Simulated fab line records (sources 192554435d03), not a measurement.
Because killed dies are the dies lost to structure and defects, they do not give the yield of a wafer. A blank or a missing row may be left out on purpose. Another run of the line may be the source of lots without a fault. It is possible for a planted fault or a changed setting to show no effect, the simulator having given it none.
Split-lot study	flow n5_finfet	on a route of 1938 steps: 7 lots, 21 wafers read

ABOUT THE SPLIT
At N5_BEOL_M10_COAT_05 (resist thk 90 nm), the setting spin_rpm was moved away from the recipe's 1500 rpm on 4 of the 21 wafers read, by -4.7% to +5.1%. For the rest of the wafers, this setting stayed at what the recipe calls for.

Reading taken at the split's own step.

THE READING
CAR-ArF_of_BEOL_M10_COAT_05.thk_nm (the simulator's own value, which no gauge read), in nm, at N5_BEOL_M10_COAT_05 (resist thk 90 nm). The file does not state a usual value for it. Across the 17 wafers here that went through the recipe, the average is 90.1 nm and the standard deviation 0.26 nm.

wafer	tool, chamber at the split	spin_rpm as run, rpm	against the recipe	CAR-ArF_of_BEOL_M10_COAT_05.thk_nm, nm	against lot-mates on the recipe
L086.2	litho_track-05, 0	1500	recipe	89.8	-
L086.3	litho_track-05, 0	1500	recipe	90.2	-
L086.6	litho_track-05, 0	1500	recipe	90	-
L085.1	litho_track-03, 0	1500	recipe	89.8	-
L085.5	litho_track-03, 0	1547	+3.1%	88.6	-1.4
L085.6	litho_track-03, 0	1500	recipe	90.2	-
L087.1	litho_track-04, 0	1500	recipe	89.8	-
L087.4	litho_track-04, 0	1577	+5.1%	87.8	-2.0
L087.5	litho_track-04, 0	1577	+5.1%	87.8	-2.0
L089.1	litho_track-05, 0	1500	recipe	90.4	-
L089.3	litho_track-05, 0	1500	recipe	90.4	-
L089.5	litho_track-05, 0	1500	recipe	90.4	-
L093.1	litho_track-03, 0	1500	recipe	90.2	-
L093.2	litho_track-03, 0	1500	recipe	90.4	-
L093.4	litho_track-03, 0	1429	-4.7%	92.4	+2.1
L095.1	litho_track-03, 0	1500	recipe	90	-
L095.2	litho_track-03, 0	1500	recipe	89.6	-
L095.4	litho_track-03, 0	1500	recipe	89.8	-
L096.1	litho_track-03, 0	1500	recipe	90.2	-
L096.4	litho_track-03, 0	1500	recipe	90.2	-
L096.3	litho_track-03, 0	1500	recipe	90.4	-

FIT RESULTS
A straight line over all 21 wafers: CAR-ArF_of_BEOL_M10_COAT_05.thk_nm changes by -0.463 nm for each +1% of spin_rpm; r = -0.97; the points scatter about the line by 0.25 nm.
The same after taking each lot's own level away (the mean of its wafers on the recipe; 21 wafers): -0.412 nm for each +1%; r = -0.99; scatter 0.13 nm.
Per that fit: largest spin_rpm move, reading shift of 2.1 nm.
Across the lots, their own levels run from 89.80 to 90.40 nm, a range of 2.3 times the standard deviation given above.
So the lot-to-lot level changes the slope: the two fits differ.
Check: with one of the wafers moved furthest among these (+5.1%) left out of the fit, the line predicts -2.15 nm for it against its lot-mates. It came out at -2 nm against them.

FURTHER SPLITS ON THESE WAFERS
These wafers also went through other splits before the reading. Each is held against what the fit with the lots' levels taken away leaves over:
other split on the same wafers	wafers away from the commonest value	r with CAR-ArF_of_BEOL_M10_COAT_05.thk_nm (lot level and that fit taken away)
N5_BEOL_M6_TRENCH_ETCH_37 time_s	10	-0.11
N5_BEOL_M6_ALD_77 co_reactant_pulse_time_s	8	+0.08
N5_BEOL_M7_DESCUM_33 time_s	6	+0.30
N5_BEOL_M7_VIA_ETCH_34 source_w	6	+0.27
N5_BEOL_M8_DEP_56 time_s	5	-0.32
N5_BEOL_M9_DESCUM_16 time_s	5	+0.08
N5_BEOL_M9_COAT_22 spin_rpm	9	+0.20

FILE'S OWN FIT
CAR-ArF_of_BEOL_M10_COAT_05.thk_nm changes by -0.42 nm for each +1% of spin_rpm, r = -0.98.
